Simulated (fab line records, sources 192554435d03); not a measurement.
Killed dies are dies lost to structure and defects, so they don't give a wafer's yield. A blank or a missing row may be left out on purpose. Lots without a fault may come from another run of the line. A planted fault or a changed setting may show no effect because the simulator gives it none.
Chamber matching | flow n5_finfet | N5_SPACER0_ALD_08 on ald_sin-04: 4 sister chambers
The step deposits SiNx, target thk 2 nm. 4 wafers are shown with their chamber, then 7 later ones without.

WAFERS WITH THEIR CHAMBER
wafer  | chamber | heater_power_w (W)
L806.3 | 1       | 932
L806.4 | 3       | 695
L807.1 | 0       | 838
L807.5 | 2       | 866

WAFERS WITHOUT THEIR CHAMBER
wafer  | heater_power_w (W)
L807.6 | 726
L811.1 | 944
L811.5 | 880
L811.6 | 960
L819.2 | 945
L819.3 | 701
L819.4 | 833

WHICH CHAMBER EACH WENT THROUGH
wafer  | from the rows above     | in truth
L807.6 | 3                       | 3
L811.1 | 1                       | 1
L811.5 | can't be placed: 2 or 0 | 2
L811.6 | 1                       | 1
L819.2 | 1                       | 1
L819.3 | 3                       | 3
L819.4 | can't be placed: 0 or 2 | 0
Placed correctly: 5 of 7. Can't be placed from these rows: 2 (the true chamber is among the candidates in 2). Placed wrongly: 0.
How it was worked out, from the rows above alone: a wafer's distance from a chamber is the root of the sum, over the readings, of the square of ((its reading less the chamber's mean) divided by the reading's scatter). The wafer belongs to the nearest chamber; if the next one is less than 2 further off, it can't be placed. A chamber's mean is the mean of its shown wafers. The scatter: with one shown wafer a chamber, the root of the mean of the squares of how far each hidden wafer lies from its nearest shown one.
